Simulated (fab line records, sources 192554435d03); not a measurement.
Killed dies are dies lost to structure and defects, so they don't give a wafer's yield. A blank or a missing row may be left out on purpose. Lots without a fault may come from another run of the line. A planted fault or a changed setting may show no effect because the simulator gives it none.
One fault seen from 2 desks | flow n5_finfet | each desk has only its own numbers; what lay behind them comes last

THE METROLOGY DESK
What the gauges read, lot by lot, whatever tool the lot ran on: means of the sampled wafers that have a number. A lot is out of limits, marked OUT, if its mean lies more than 4 standard deviations from the usual mean; the brackets give that distance. Of its 11 readings 7 are shown: those that lie furthest out on some lot.
Columns: A = cd_nm at N5_SD_EPI_P_CD_MEAS_09, usual 240.1 nm; B = DIBL_N at N5_BEOL_M4_RC_MEAS_101, usual 36.4 mV/V; C = DIBL_P at N5_BEOL_M4_RC_MEAS_101, usual 36.4 mV/V; D = ION_N at N5_BEOL_M4_RC_MEAS_101, usual 680 uA/um; E = ION_P at N5_BEOL_M4_RC_MEAS_101, usual 465 uA/um; F = SS_P at N5_BEOL_M4_RC_MEAS_101, usual 73.2 mV/dec; G = VT_P at N5_BEOL_M4_RC_MEAS_101, usual -250 mV
lot  | first seen here | A     | B    | C    | D   | E   | F    | G
L137 | day 3 04:17     | 240.3 | 37.4 | 35.5 | 682 | 457 | 73.5 | -252
L141 | day 4 09:37     | 240.5 | 35.4 | 37.2 | 673 | 456 | 73.8 | -254
L143 | day 4 18:10     | 240.6 | 35.5 | 34.5 | 681 | 471 | 73.1 | -247
L145 | day 5 06:01     | 238.2 | 35.6 | 35.7 | 686 | 466 | 72.3 | -253
L146 | day 5 11:54     | 240.9 | 38.3 | 39.3 | 693 | 474 | 73.8 | -249
L147 | day 5 18:45     | 239.5 | 36.4 | 34.8 | 678 | 467 | 72.8 | -248
L156 | day 7 23:10     | 240.1 | 37.9 | 35.8 | 685 | 469 | 73.5 | -248
L157 | day 8 05:01     | 240.8 | 35.8 | 36.8 | 685 | 462 | 73.3 | -252
L159 | day 8 16:54     | 240.1 | 36.1 | 35.4 | 674 | 471 | 73.2 | -250
L160 | day 9 02:02     | 240.5 | 36.4 | 36.4 | 678 | 468 | 73.1 | -249
This desk's finding: nothing out of limits on any of the 10 lots.

THE TOOL OWNER'S DESK: litho_track-04
The tool's own readings at N5_SD_EPI_P_COAT_34 (time 60 s, resist thk 350 nm): means of the sampled wafers that have a number, for each lot that ran on this tool. A lot is out of limits, marked OUT, if its mean lies more than 4 standard deviations from the usual mean; the brackets give that distance.
Columns: A = exhaust_pa at N5_SD_EPI_P_COAT_34, usual 45.0 Pa; B = spin_speed_rpm at N5_SD_EPI_P_COAT_34, usual 1499.9 rpm
lot  | first seen here | A    | B
L137 | day 3 03:55     | 44.9 | 1500.7
L146 | day 5 11:32     | 45.2 | 1499.0
L156 | day 7 22:48     | 45.7 | 1434.0 (-73) OUT
L159 | day 8 16:32     | 44.2 | 1434.6 (-73) OUT
This desk's finding: out of limits on L156, L159; first on L156, day 7 22:48 (spin_speed_rpm at N5_SD_EPI_P_COAT_34). In limits: L137, L146.

PUT TOGETHER
The tool owner's desk could have raised an alarm at day 7 22:48, on L156, L159.
The metrology desk saw nothing out of limits.
The metrology desk has L156, L159 on record, within its limits.
Of the lots named, all ran N5_SD_EPI_P_COAT_34 on litho_track-04.

WHAT THE SIMULATOR HAD PUT IN
Process parameter drift: litho_track-04, from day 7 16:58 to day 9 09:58, at N5_SD_EPI_P_COAT_34. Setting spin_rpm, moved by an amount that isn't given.
Lots struck among those shown: L156, L159.
Hours from the fault's start to each desk's first reading out of limits: the tool owner's desk, 6.
